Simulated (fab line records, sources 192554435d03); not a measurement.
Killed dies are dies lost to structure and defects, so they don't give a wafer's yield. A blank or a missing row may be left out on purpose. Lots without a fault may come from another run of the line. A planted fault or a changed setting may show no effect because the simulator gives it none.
One fault seen from 2 desks | flow n5_finfet | each desk has only its own numbers; what lay behind them comes last

THE TOOL OWNER'S DESK: pecvd-04
The tool's own readings at N5_BEOL_M8_ILD_DEP_00 (deposits SiCOH lowk from DEMS/porogen, target thk 179.75 nm, time 33.4 s): means of the sampled wafers that have a number, for each lot that ran on this tool. A lot is out of limits, marked OUT, if its mean lies more than 4 standard deviations from the usual mean; the brackets give that distance.
Columns: A = heater_power_w at N5_BEOL_M8_ILD_DEP_00, usual 309 W; B = showerhead_plenum_p_Torr at N5_BEOL_M8_ILD_DEP_00, usual 5.735 Torr; C = throttle_valve_pct at N5_BEOL_M8_ILD_DEP_00, usual 13.9 %
lot  | first seen here | A   | B     | C
L315 | day 9 16:12     | 333 | 5.753 | 13.7
L324 | day 11 15:49    | 289 | 5.750 | 13.9
L329 | day 13 07:17    | 347 | 5.749 | 13.6
This desk's finding: nothing out of limits on any of the 3 lots.

THE METROLOGY DESK
What the gauges read, lot by lot, whatever tool the lot ran on: means of the sampled wafers that have a number. A lot is out of limits, marked OUT, if its mean lies more than 4 standard deviations from the usual mean; the brackets give that distance.
Columns: A = trench_depth_nm at N5_BEOL_M7_OCD_MEAS_38, usual 93.0 nm; B = cd_nm at N5_BEOL_M7_CD_MEAS_35, usual 40.1 nm; C = M8_ILD_THK at N5_BEOL_M8_THK_MEAS_01, usual 154.6 nm
lot  | first seen here | A    | B    | C
L313 | day 8 18:14     | 92.5 | 39.1 | 158.5
L315 | day 9 13:46     | 95.6 | 39.1 | 156.0
L316 | day 9 14:28     | 92.8 | 41.2 | 153.9
L321 | day 11 05:22    | 94.4 | 40.9 | 155.3
L323 | day 11 10:32    | 94.1 | 39.9 | 152.5
L324 | day 11 11:37    | 93.9 | 39.4 | 154.2
L322 | day 11 17:25    | 92.2 | 39.7 | 157.1
L329 | day 13 04:12    | 94.6 | 40.6 | 167.9 (+6.0) OUT
L332 | day 14 00:01    | 89.5 | 40.6 | 153.5
L334 | day 14 05:52    | 94.0 | 40.7 | 152.4
L336 | day 14 14:18    | 94.6 | 41.1 | 154.0
This desk's finding: out of limits on L329; first on L329, day 13 07:52 (M8_ILD_THK at N5_BEOL_M8_THK_MEAS_01). In limits: L313, L315, L316, L321, L323, L324, L322, L332, L334, L336.

PUT TOGETHER
The metrology desk could have raised an alarm at day 13 07:52, on L329.
The tool owner's desk saw nothing out of limits.
The tool owner's desk has L329 on record, within its limits.
Of the lots named, all ran N5_BEOL_M8_ILD_DEP_00 on pecvd-04.

WHAT THE SIMULATOR HAD PUT IN
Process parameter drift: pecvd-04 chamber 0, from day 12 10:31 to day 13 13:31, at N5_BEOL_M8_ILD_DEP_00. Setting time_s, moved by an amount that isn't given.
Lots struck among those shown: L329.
Hours from the fault's start to each desk's first reading out of limits: the metrology desk, 21.
